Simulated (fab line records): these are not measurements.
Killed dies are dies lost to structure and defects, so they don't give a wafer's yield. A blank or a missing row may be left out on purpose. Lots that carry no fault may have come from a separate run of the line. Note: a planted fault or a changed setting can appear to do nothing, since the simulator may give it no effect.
fab line records | flow nand-harc
record: lots: 5 wafers: 15 last-day: 32
route steps=1302 shown A_CHANNEL_FILL_D1@496 A_DECK1_JOINT@518 END@1302
lots with no fault: from the same line, run without faults
start-h: hours from the record's first day to the start of the lot's first wafer shown | wait-h: hours elapsed since this lot's preceding step | " the same as in the row above | L1.1+2: one row covering several wafers at once | - either no value or no given start | * or withheld: withheld | < > ~ a bound
route shown NAME@n: NAME is a module with steps in the file, n the number in the route of the first one | usual: mean and standard deviation over wafers with no fault | same: alike in all rows | chamber/n: place in a boat | sites: per-site readings | _std_site: the standard deviation of these | _edge_site: outer sites' mean less inner sites' | radius-mm: for every site, how far away it sits from the centre of the wafer | mask NAME#n: copy n | behind: tool/chamber where the wafer was last shaped | hold: why the lot was held/for how many hours/how that ended | device: transistor that didn't switch, given as n, p or np | end of line: at the end of the route, the tests of the same wafers | a step with no rows: only its recipe | killed: count of dies lost to structure and defects at first sort (not the wafer's yield) | map: shows each die of a wafer: x if killed, . if not, _ if none is there
set.NAME: the setting as run; set.NAME@STEP: as run at that earlier step | model.NAME: the simulator's own value behind a step, which no gauge read
certain route steps with their lots: each step a table, each wafer a row
services: a tool's chamber out of use, with start hour (start-h, from the record's first day; less than 0 if before it), hours out, and reason
== steps ==
step: NHARC_A_CHANNEL_FILL_D1_ALD_16
recipe: target-thk-a: 15 pulse-time-s: 10 ald-cycles: 15 temp-c: 300 material: SiO2
usual: heater-power-w: 488/54 precursor-pulse-height-rel: 0.999/0.022
columns lot.wafer tool chamber start-h wait-h heater-power-w precursor-pulse-height-rel
L501.1 ald-hk-03 2 303.25 0.3 513 0.957
L501.4 " 3 " " 614 1.006
L501.5 " 2 " " 499 0.994
L502.3 ald-hk-03 1 310.58 0.1 470 0.986
L502.5 " 3 " " 613 1.003
L502.6 " 0 " " 517 0.979
L498.2 ald-hk-04 3 318.52 0.1 380 1.010
L498.4 " 0 " " 471 1.054
L498.6 " 1 " " 468 0.995
L508.2 ald-hk-03 2 345.13 0.0 491 1.046
L508.3 " 3 " " 610 0.984
L508.1 " 0 " " 513 0.985
L513.4 ald-hk-04 0 396.95 0.1 478 1.018
L513.6 " 0 " " 473 1.008
L513.5 " 1 " " 471 1.003
step: NHARC_A_CHANNEL_FILL_D1_ANNEAL_17
recipe: temp-c: 850 time-s: 1800
step: NHARC_A_CHANNEL_FILL_D1_CVD_18
recipe: target-thk-a: 30 temp-c: 550 material: poly-Si
step: NHARC_A_CHANNEL_FILL_D1_ETCHBACK_19
recipe: target-depth-a: 50 time-s: 1.7 hbr-flow-sccm: 150 cl2-flow-sccm: 50 rf-w: 400 icp-w: 400 bias-w: 100 chemistry: HBr/Cl2
step: NHARC_A_CHANNEL_FILL_D1_ETCHBACK_20
recipe: target-depth-a: 270 time-s: 13.5 c4f8-flow-sccm: withheld o2-flow-sccm: 8 ar-flow-sccm: withheld rf-w: 600 bias-w: 1500 chemistry: C4F8/O2/Ar
step: NHARC_A_CHANNEL_FILL_D1_STRIP_28
recipe: time-s: 20 o2-flow-sccm: 500 ar-flow-sccm: 0 bias-w: 0 chemistry: O2
step: NHARC_A_CHANNEL_FILL_D1_PRECLEAN_21
recipe: time-s: 30 chemistry: dHF
step: NHARC_A_CHANNEL_FILL_D1_SRD_23
step: NHARC_A_CHANNEL_FILL_D1_CVD_05
recipe: target-thk-a: 50 temp-c: 550 material: poly-Si
step: NHARC_A_CHANNEL_FILL_D1_ANNEAL_22
recipe: temp-c: 620 time-s: 7200
step: NHARC_A_CHANNEL_FILL_D1_ALD_25
recipe: target-thk-a: 600 pulse-time-s: 10 ald-cycles: 600 temp-c: 300 material: SiOx
usual: heater-power-w: 492/56 precursor-pulse-height-rel: 0.999/0.02
columns lot.wafer tool chamber start-h wait-h heater-power-w precursor-pulse-height-rel
L501.1 ald-hk-02 2 327.49 0.7 498 1.015
L501.4 " 3 " " 476 0.991
L501.5 " 2 329.95 3.1 498 0.973
L502.3 ald-hk-02 0 334.73 0.0 390 0.985
L502.6 " 0 337.22 2.5 396 1.010
L502.5 " 1 " " 499 0.983
L498.2 ald-hk-04 3 344.12 1.3 382 0.999
L498.4 " 0 " " 469 1.033
L498.6 " 1 " " 477 1.017
L508.3 ald-hk-03 2 369.72 0.1 497 0.984
L508.1 " 3 " " 601 0.996
L508.2 " 1 371.56 1.9 459 0.966
L513.4 ald-hk-04 2 420.87 0.1 462 1.026
L513.5 " 2 423.32 2.5 456 0.987
L513.6 " 3 " " 371 1.004
step: NHARC_A_CHANNEL_FILL_D1_ETCHBACK_08
recipe: target-depth-a: 2200 time-s: 110 c4f8-flow-sccm: 20 ar-flow-sccm: withheld rf-w: 600 bias-w: 300 chemistry: C4F8
usual: oes-product-au: 0.95/0.036 rf-vpp-V: 440.8/2.7
columns lot.wafer tool chamber start-h wait-h oes-product-au rf-hours-counter-h rf-vpp-V
L501.1 rie-diel-09 1 332.43 - 1.00 0 438.4
L501.4 " 2 " " 1.01 0 442.0
L501.5 " 0 " " 1.00 - 436.9
L502.3 rie-diel-03 3 340.33 - 0.92 3 441.2
L502.5 " 2 " " 0.93 - 444.9
L502.6 " 3 " " 0.92 - 442.0
L498.4 rie-diel-09 0 348.49 - 0.99 0 435.5
L498.2 " 1 " " 1.00 0 439.2
L498.6 " 3 " " 1.00 - 439.4
L508.2 rie-diel-09 0 375.25 - 1.00 1 436.3
L508.1 " 1 " " 0.99 1 440.4
L508.3 " 2 " " 1.01 1 441.2
L513.4 rie-diel-03 1 426.45 - 0.93 9 441.0
L513.6 " 2 " " 0.92 - 444.9
L513.5 " 3 " " 0.93 - 441.3
step: NHARC_A_CHANNEL_FILL_D1_STRIP_29
recipe: time-s: 20 o2-flow-sccm: 500 ar-flow-sccm: 0 bias-w: 0 chemistry: O2
step: NHARC_A_CHANNEL_FILL_D1_PRECLEAN_30
recipe: time-s: 30 chemistry: dHF
step: NHARC_A_CHANNEL_FILL_D1_SRD_31
step: NHARC_A_CHANNEL_FILL_D1_CVD_09
recipe: target-thk-a: 1500 temp-c: 620 pressure-mtorr: 200 time-s: 3000 material: poly-Si
step: NHARC_A_CHANNEL_FILL_D1_CMP_10
recipe: target-thk-nm: 150
usual: motor-current-A: 12.2/1.4 time-to-endpoint-s: 15/3.2
columns lot.wafer tool chamber start-h wait-h motor-current-A time-to-endpoint-s
L501.1 cmp-01 2 338.34 0.4 14.6 15
L501.4 " 3 " " 14.1 13
L501.5 " 1 " " 11.6 14
L502.3 cmp-01 0 346.06 0.4 11.7 13
L502.5 " 3 " " 14.4 12
L502.6 " 0 " " 11.5 10
L498.2 cmp-02 1 354.36 0.4 11.4 21
L498.4 " 2 " " 13.6 18
L498.6 " 2 " " 13.7 22
L508.2 cmp-03 2 381.09 0.4 11.4 14
L508.1 " 3 " " 9.3 16
L508.3 " 1 " " 12.5 16
L513.4 cmp-01 3 432.32 0.4 13.6 13
L513.6 " 2 " " 14.4 13
L513.5 " 3 " " 13.5 12
step: NHARC_A_CHANNEL_FILL_D1_SRD_12
step: NHARC_A_DECK1_JOINT_ETCHBACK_07
recipe: target-depth-a: 1050 time-s: 26.9 hbr-flow-sccm: 150 rf-w: 350 icp-w: 350 bias-w: 60 chemistry: HBr
step: NHARC_A_DECK1_JOINT_ETCH_25
recipe: target-depth-a: 5 chemistry: dHF material: SiO2
step: NHARC_A_DECK1_JOINT_ETCH_19
recipe: temp-c: 25 target-depth-a: 30 chemistry: TMAH material: poly-Si
step: NHARC_A_DECK1_JOINT_ETCH_18
recipe: target-depth-a: 30 chemistry: dHF material: SiO2
step: NHARC_A_DECK1_JOINT_WET_08
recipe: temp-c: 160 time-s: 86 chemistry: H3PO4
step: NHARC_A_DECK1_JOINT_ETCH_09
recipe: target-depth-a: 50 chemistry: dHF material: SiO2
step: NHARC_A_DECK1_JOINT_WET_10
recipe: temp-c: 160 time-s: 86 chemistry: H3PO4
step: NHARC_A_DECK1_JOINT_ETCH_11
recipe: target-depth-a: 350 chemistry: dHF material: SiO2
step: NHARC_A_DECK1_JOINT_CVD_12
recipe: target-thk-a: 900 temp-c: 620 pressure-mtorr: 200 time-s: 1800 material: poly-Si
step: NHARC_A_DECK1_JOINT_CMP_13
recipe: target-thk-nm: 51.023
usual: motor-current-A: 11.9/1.3 time-to-endpoint-s: 10.3/3
columns lot.wafer tool chamber start-h wait-h motor-current-A time-to-endpoint-s
L501.4 cmp-04 2 348.45 0.4 11.7 6.1
L501.1 " 0 " " 11.1 7.5
L501.5 " 2 " " 12.0 8.3
L502.3 cmp-02 3 356.80 0.4 13.7 9.8
L502.5 " 2 " " 13.3 14.4
L502.6 " 3 " " 12.9 9.0
L498.4 cmp-04 2 365.14 0.4 11.5 6.9
L498.2 " 3 " " 14.1 9.9
L498.6 " 0 " " 10.7 7.4
L508.3 cmp-04 3 393.91 0.4 13.7 8.2
L508.2 " 0 " " 10.5 7.8
L508.1 " 1 " " 11.0 9.6
L513.4 cmp-02 2 443.09 0.4 12.4 14.6
L513.6 " 0 " " 10.4 11.1
L513.5 " 1 " " 11.3 15.2
step: NHARC_A_DECK1_JOINT_THK_MEAS_14
recipe: thk-meas-gauge: ellipsometry
usual: thk-nm: 51.8/1.5
columns lot.wafer tool chamber start-h wait-h thk-nm
L501.1 film-metro-02 - 348.68 0.2 50.3
L501.4 " - " " 51.9
L501.5 " - " " 52.5
L502.3 film-metro-01 - 357.04 0.2 49.9
L502.5 " - " " 50.5
L502.6 " - " " 51.3
L498.2 film-metro-02 - 365.35 0.2 49.9
L498.4 " - " " 50.8
L498.6 " - " " 49.8
L508.1 film-metro-01 - 394.16 0.2 52.9
L508.2 " - " " 52.5
L508.3 " - " " 52.5
L513.4 film-metro-01 - 443.30 0.2 54.3
L513.5 " - " " 55.8
L513.6 " - " " 54.2
step: NHARC_A_DECK1_JOINT_SRD_04
step: NHARC_A_DECK1_JOINT_ETCHBACK_00
recipe: target-depth-a: 300 time-s: 17.4 hbr-flow-sccm: 150 rf-w: 350 icp-w: 350 bias-w: 60 chemistry: HBr
usual: drypump-motor-current-A: 5.8/0.33 oes-product-au: 0.997/0.0095 throttle-valve-pct: 23.265/0.0099
columns lot.wafer tool chamber start-h wait-h drypump-motor-current-A oes-product-au rf-hours-counter-h throttle-valve-pct
L501.4 rie-si-06 3 348.82 0.1 6.1 0.993 0.49 23.277
L501.1 " 0 " " 5.4 0.998 0.54 23.277
L501.5 " 2 " " 5.2 0.992 - 23.277
L502.3 rie-si-05 3 357.18 0.1 6.0 1.004 0.27 23.272
L502.6 " 2 " " 5.9 1.013 - 23.272
L502.5 " 3 " " 6.0 0.995 - 23.275
L498.4 rie-si-01 1 365.48 0.1 5.6 1.002 1.04 23.275
L498.2 " 3 " " 5.7 0.974 1.06 23.272
L498.6 " 2 " " 6.4 0.995 - 23.272
L508.1 rie-si-06 2 394.29 0.1 5.2 1.013 0.85 23.262
L508.3 " 3 " " 6.2 0.993 0.78 23.260
L508.2 " 0 " " 5.4 1.001 0.82 23.248
L513.4 rie-si-05 0 443.45 0.1 6.0 0.997 0.95 23.282
L513.6 " 2 " " 5.9 1.017 - 23.272
L513.5 " 3 " " 6.0 1.005 - 23.259
step: NHARC_A_DECK1_JOINT_PRECLEAN_30
recipe: time-s: * temp-c: 50 bath-age-min: 0 chemistry: SC1
step: NHARC_A_DECK1_JOINT_SRD_31
step: NHARC_A_DECK1_JOINT_CVD_34
recipe: target-thk-a: 200 temp-c: 700 pressure-mtorr: 300 material: SiNx
step: NHARC_A_DECK1_JOINT_DEP_06
recipe: target-thk-a: 800 temp-c: 65 material: SiOx
step: NHARC_A_DECK1_JOINT_CURE_26
recipe: temp-c: 150 time-s: 32 pressure-atm: 0.395
step: NHARC_A_DECK1_JOINT_ANNEAL_27
recipe: temp-c: 400 time-s: 3600 idle-temp-c: 300 ramp-up-c-per-min: 10 densification-p-h2o-torr: 640
step: NHARC_A_DECK1_JOINT_ANNEAL_28
recipe: temp-c: 500 time-s: 1800 idle-temp-c: 400 ramp-up-c-per-min: 10 densification-p-h2o-torr: 640
step: NHARC_END_SORT_01
recipe: temp-c: 25
usual: killed-at-array: 54/18 killed-at-other: 0.9/1.2 killed-at-periphery: 4.4/2.9 killed-dies: 59/18 killed-open: 3.2/1.8 killed-short: 2.6/1.8
same: gross-dies: 677
columns lot.wafer tool chamber start-h wait-h killed-at-array killed-at-other killed-at-periphery killed-dies killed-open killed-short
L508.2 prober-02 0 736.79 2.8 128 0 3 131 2 1
killed by level:class
L508.2 A_CHANNEL_FILL_D1:unspecified=74 A_CHANNEL_HOLE_D2:chamber-film-flake=26 A_CHANNEL_HOLE_D1:chamber-film-flake=11 A_CONTACT:chamber-film-flake=7 A_SLIT:chamber-film-flake=3 A_CHANNEL_FILL_D1:chamber-film-flake=3 P_M0:geometric-particle:short=1 P_M0:geometric-particle:open=1
map L508.2 (x killed, . not)
____________x____________
_________xxxxxxx_________
_______xxxxxxxxxxx_______
______.xxxxxxxxxxx.______
_____..x.xxxxxxxxx.._____
____...x.xxxxxxxxx...____
____....xxxxxxxxxx...____
___.......xxxxxxx.....___
___......x.xxxxx.x....___
__.......xxxxxxxx......__
__.....x.....xxx.......__
_.............x........._
_......................._
_..........x.x.........._
_..........x............_
_.............x........._
.....................x...
.........................
.........x........x......
......xx.x...............
.......x..x.......x......
_................x......_
_.........x.......x....x_
_..............xx..xxx.._
_........x......xxxxx..._
_..............xxxxxx..._
__.x........x...x......__
__..............x..x.x.__
___................x..___
___...........x....x..___
____...............x.____
____.................____
_____..............._____
______.............______
_______..........._______
_________......._________
____________.____________
map L501.1 (x killed, . not)
____________x____________
_________xxxxx.._________
_______xxxxxx....._______
______.xxxxx.......______
_____..x..xxx.x....._____
____...xxx.x.........____
____.....xx..........____
___...x...............___
___...................___
__....x...x............__
__.....................__
_....x..x.............x._
_.....xx....x..........._
_....x.x.x.............._
_....xxx................_
_....x.xx..............._
......x.x................
....x....x...............
.......xx......x.........
.....x.x.................
.........................
_......................._
_..................x...._
_...................x..._
_......................._
_......................._
__.....................__
__.....................__
___...................___
___...................___
____.................____
____.................____
_____..............._____
______.............______
_______..........._______
_________......._________
____________.____________
== services ==
columns tool chamber start-h hours kind
rie-diel-03 - 281.30 9.0 pm
cmp-01 - 283.58 4.0 pm
rie-diel-09 0 299.55 9.3 repair
rie-si-05 - 305.00 9.0 pm
cmp-01 - 305.61 6.1 repair
cmp-04 - 309.31 4.0 pm
rie-diel-09 3 312.31 14.7 repair
cmp-02 - 319.99 0.6 repair
rie-diel-09 - 320.11 9.0 pm
cmp-01 - 326.03 0.4 repair
rie-si-06 - 331.31 0.9 repair
cmp-02 - 333.96 4.0 pm
ald-hk-03 - 365.91 0.6 repair
cmp-02 - 378.65 1.2 repair
cmp-01 - 381.58 4.0 pm
ald-hk-03 - 392.56 10.0 pm
rie-diel-09 3 400.04 3.8 repair
cmp-04 - 407.31 4.0 pm
cmp-02 - 413.18 0.8 repair
cmp-04 - 415.90 1.6 repair
cmp-02 - 430.75 0.2 repair
cmp-02 - 431.96 4.0 pm
ald-hk-04 - 432.49 10.0 pm
cmp-04 - 441.72 0.9 repair
== key ==
first-sign: step: NHARC_END_SORT_01 reading: killed-at-array direction: up sigmas: 4.1 usual: 54 struck: 128
effect: step: NHARC_END_SORT_01 reading: killed-dies direction: up sigmas: 3.9 usual: 59 struck: 131
more-kills-born-at: NHARC_A_CHANNEL_FILL_D1_ETCHBACK_08@rie-diel-09: 74
met-at NHARC_A_CHANNEL_FILL_D1_ETCHBACK_08
struck-wafers L508.2
tester-left-out L508
onset-between 348.49 375.25
fault: kind: chamber-particle-source tool: rie-diel-09 chamber: 0 onset-h: 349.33 steps: NHARC_A_CHANNEL_FILL_D1_ETCHBACK_08 rate-per-visit-cm2: 1.2351 end-h: 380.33
tester-left-out: of these lots the tester's yield and bins aren't shown, on N5 and GAA mostly nor the transistor test; their killed dies are dies lost to structure and defects alone, not to doping, threshold or leakage, so they don't give the yield
